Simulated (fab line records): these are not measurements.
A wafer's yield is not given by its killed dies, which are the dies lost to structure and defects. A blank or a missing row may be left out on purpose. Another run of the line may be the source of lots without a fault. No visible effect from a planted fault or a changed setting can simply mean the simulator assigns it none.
Matching of chambers || flow n5 finfet || N5_BEOL_M5_STRIP_64 on rie diel-03 has 4 sister chambers
The step strips in CF4. 8 wafers are shown with their chamber, then 8 later ones without.

## WAFERS WITH THEIR CHAMBER
{"wafer": "L082.3", "chamber": 0, "showerhead plenum p Torr (Torr)": 1.74, "oes product au (a.u.)": 0.86}
{"wafer": "L084.1", "chamber": 3, "showerhead plenum p Torr (Torr)": 1.87, "oes product au (a.u.)": 0.74}
{"wafer": "L084.3", "chamber": 1, "showerhead plenum p Torr (Torr)": 1.86, "oes product au (a.u.)": 0.73}
{"wafer": "L084.6", "chamber": 1, "showerhead plenum p Torr (Torr)": 1.86, "oes product au (a.u.)": 0.73}
{"wafer": "L083.2", "chamber": 2, "showerhead plenum p Torr (Torr)": 1.76, "oes product au (a.u.)": 0.87}
{"wafer": "L083.5", "chamber": 2, "showerhead plenum p Torr (Torr)": 1.76, "oes product au (a.u.)": 0.88}
{"wafer": "L083.6", "chamber": 3, "showerhead plenum p Torr (Torr)": 1.86, "oes product au (a.u.)": 0.74}
{"wafer": "L087.2", "chamber": 0, "showerhead plenum p Torr (Torr)": 1.74, "oes product au (a.u.)": 0.85}

## WAFERS WITH NO CHAMBER GIVEN
{"wafer": "L087.3", "showerhead plenum p Torr (Torr)": 1.76, "oes product au (a.u.)": 0.87}
{"wafer": "L087.6", "showerhead plenum p Torr (Torr)": 1.86, "oes product au (a.u.)": 0.73}
{"wafer": "L088.2", "showerhead plenum p Torr (Torr)": 1.74, "oes product au (a.u.)": 0.83}
{"wafer": "L088.4", "showerhead plenum p Torr (Torr)": 1.86, "oes product au (a.u.)": 0.73}
{"wafer": "L088.6", "showerhead plenum p Torr (Torr)": 1.86, "oes product au (a.u.)": 0.73}
{"wafer": "L093.1", "showerhead plenum p Torr (Torr)": 1.74, "oes product au (a.u.)": 0.83}
{"wafer": "L093.3", "showerhead plenum p Torr (Torr)": 1.76, "oes product au (a.u.)": 0.85}
{"wafer": "L093.4", "showerhead plenum p Torr (Torr)": 1.86, "oes product au (a.u.)": 0.72}

## EACH ONE'S CHAMBER
{"wafer": "L087.3", "from the rows above": 2, "in truth": 2}
{"wafer": "L087.6", "from the rows above": 1, "in truth": 1}
{"wafer": "L088.2", "from the rows above": 0, "in truth": 0}
{"wafer": "L088.4", "from the rows above": 1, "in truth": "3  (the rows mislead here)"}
{"wafer": "L088.6", "from the rows above": 1, "in truth": 1}
{"wafer": "L093.1", "from the rows above": 0, "in truth": 0}
{"wafer": "L093.3", "from the rows above": "can't be placed: 2 or 0", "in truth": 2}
{"wafer": "L093.4", "from the rows above": 1, "in truth": 1}
Correctly placed: 6 of 8. Not placeable from these rows: 1 (in 1, the candidates include the true chamber). Wrongly placed: 1.
How it was worked out, from the rows above alone: a wafer's distance from a chamber is the root of the sum, over the readings, of the square of ((its reading less the chamber's mean) divided by the reading's scatter). If the next closest chamber is less than 2 further off than the closest, the wafer can't be placed; otherwise it belongs to the closest. A chamber's mean is the mean of its shown wafers. The scatter: take each reading less its chamber's mean, square it, sum over the shown wafers, divide by the number of wafers less the number of chambers, and take the root.
